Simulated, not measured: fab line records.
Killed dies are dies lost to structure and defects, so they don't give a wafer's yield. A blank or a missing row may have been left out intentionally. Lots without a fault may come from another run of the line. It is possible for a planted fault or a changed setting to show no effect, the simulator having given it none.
A lot that was struck, set against a sound lot -- flow n5Finfet -- 19 steps out of a route of 1938
Sound: these wafers, L919.1, L919.2, L919.3. Struck: wafers L913.1, L913.3, L913.6. The cause is named last.
Order at every step that has rows: each side's tool, ch and its chambers, its first start. Under that, the readings that differ: sound wafers -- struck wafers -- difference of the means -- sigmas: that difference in standard deviations of wafers without a fault.
alike: readings whose means differ by less than 2 such deviations, and words and numbers that are the same on both sides. not compared: withheld readings, readings that some wafer has no value for, bounds like >300 that may hide the same value, and numbers for which the record gives no deviation and whose values overlap.
The two part at a step that has a row with sigmas, a row that says differs or no value, or rows on one side only. Non-overlapping numbers with no deviation appear without sigmas and do not part them. Lack of a reading on every wafer of one side parts them only where that side has two or more wafers.

first, 2 steps without rows for these wafers: N5_BEOL_M5_STRIP_63 (strips in N2/H2); N5_BEOL_M5_STRIP_73 (strips in N2/H2).
N5_BEOL_M5_STRIP_64: strips in CF4.
  sound on rieDiel-01 ch 0,1,2, day 11 17:01; struck on rieDiel-03 ch 0,2,3, day 10 17:27
reading,sound,struck,difference,sigmas
drypumpMotorCurrentA (A),5.1 5.4 5.6,6.1 6.4 6.6,+1.0,+2
  alike: biasPowerW, oesProductAu, rfVppV, showerheadPlenumPTorr, throttleValvePct
  not compared: rfHoursCounterH
N5_BEOL_M5_HM_OPEN_17: chemistry Cl2/BCl3, target TiN, target depth 20 nm, overetch 6 nm.
  sound on rieMetal-02 ch 0,1, day 11 17:03; struck on rieMetal-02 ch 0,1, day 10 17:29
  alike: drypumpMotorCurrentA, oesProductAu, throttleValvePct
  not compared: rfHoursCounterH
N5_BEOL_M5_STRIP_19: strips in O2.
  sound on rieDiel-02 ch 1,2,3, day 11 17:10; struck on rieDiel-01 ch 0,1,2, day 10 17:36
  alike: drypumpMotorCurrentA, oesProductAu, rfVppV, showerheadPlenumPTorr, throttleValvePct
  not compared: rfHoursCounterH
N5_BEOL_M5_CD_MEAS_18: pitch 56 nm, target cd 28 nm.
  struck on cdSem-02, day 10 17:40; sound on cdSem-01, day 11 17:14
  alike: cdNm
then, 6 steps without rows for these wafers: N5_BEOL_M5_COAT_65 (time 60 s, resist thk 60 nm); N5_BEOL_M5_COAT_66 (time 60 s, resist thk 12 nm); N5_BEOL_M5_COAT_74 (time 60 s, resist thk 5 nm); N5_BEOL_M5_COAT_22 (resist thk 30 nm); N5_BEOL_M5_EBR_24; N5_BEOL_M5_SOFTBAKE_23 (time 60 s).
N5_BEOL_M5_EXPOSE_25: exposes mask V4, defocus 10 nm.
  sound on euvScanner-02 ch 0, day 11 17:52; struck on euvScanner-01 ch 0, day 10 17:52
reading,sound,struck,difference,sigmas
model.BEOL_M5.overlayXNm (nm),1 1 1,4.4 4.4 4.4,+3.4,
  alike: mask
then, 2 steps without rows for these wafers: N5_BEOL_M5_PEB_26 (peb time 60 s); N5_BEOL_M5_DEVELOP_27 (develop time 30 s).
N5_BEOL_M5_CD_MEAS_28: target cd 30.6 nm, target cd y 20 nm.
  sound on cdSem-02 ch 0, day 11 18:01; struck on cdSem-02 ch 0, day 10 18:01
  alike: cdNm
N5_BEOL_M5_OVL_MEAS_29:
  sound on overlay-01 ch 0, day 11 18:02; struck on overlay-02 ch 0, day 10 18:02
reading,sound,struck,difference,sigmas
V4_OVL (nm),0.8 0.3 0.8,3.9 4.0 4.3,+3.4,+5
N5_BEOL_M5_INSPECT_30: inspects for defects (brightfield).
  struck on defectInspect-01, day 10 18:56; sound on defectInspect-01, day 11 18:06
  alike: rawDefectCount
next, for these wafers, 1 step has no rows: N5_PASSIVATION_PROBE_49.

WHERE THEY PART
First at N5_BEOL_M5_STRIP_64; last, within this record, at N5_BEOL_M5_OVL_MEAS_29. Later steps at which nothing parts them and some readings are alike: N5_BEOL_M5_INSPECT_30.

WHY: the cause the simulator had injected
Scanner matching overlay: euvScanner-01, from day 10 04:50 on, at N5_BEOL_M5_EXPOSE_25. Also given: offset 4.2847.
